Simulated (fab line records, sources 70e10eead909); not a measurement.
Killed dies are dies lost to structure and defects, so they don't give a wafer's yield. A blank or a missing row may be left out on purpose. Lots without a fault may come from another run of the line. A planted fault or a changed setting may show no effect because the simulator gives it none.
Chamber matching | flow nand_harc | NHARC_A_STAIRCASE_DESCUM_186 on rie_diel-03: 4 sister chambers
The step chemistry O2, time 3 s. 4 wafers are shown with their chamber, then 8 later ones without.

WAFERS WITH THEIR CHAMBER
wafer  | chamber | showerhead_plenum_p_Torr (Torr)
L496.3 | 3       | 1.84
L496.4 | 2       | 1.94
L496.6 | 0       | 1.83
L501.1 | 1       | 1.94

WAFERS WITHOUT THEIR CHAMBER
wafer  | showerhead_plenum_p_Torr (Torr)
L501.5 | 1.82
L501.6 | 1.83
L502.1 | 1.83
L502.4 | 1.94
L502.6 | 1.94
L505.1 | 1.83
L505.4 | 1.82
L505.6 | 1.83

WHICH CHAMBER EACH WENT THROUGH
wafer  | from the rows above     | in truth
L501.5 | 0                       | 0
L501.6 | 0                       | 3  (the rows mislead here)
L502.1 | 0                       | 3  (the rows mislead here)
L502.4 | can't be placed: 1 or 2 | 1
L502.6 | can't be placed: 1 or 2 | 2
L505.1 | 0                       | 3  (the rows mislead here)
L505.4 | 0                       | 0
L505.6 | 0                       | 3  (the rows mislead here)
Placed correctly: 2 of 8. Can't be placed from these rows: 2 (the true chamber is among the candidates in 2). Placed wrongly: 4.
How it was worked out, from the rows above alone: a wafer's distance from a chamber is the root of the sum, over the readings, of the square of ((its reading less the chamber's mean) divided by the reading's scatter). The wafer belongs to the nearest chamber; if the next one is less than 2 further off, it can't be placed. A chamber's mean is the mean of its shown wafers. The scatter: with one shown wafer a chamber, the root of the mean of the squares of how far each hidden wafer lies from its nearest shown one.
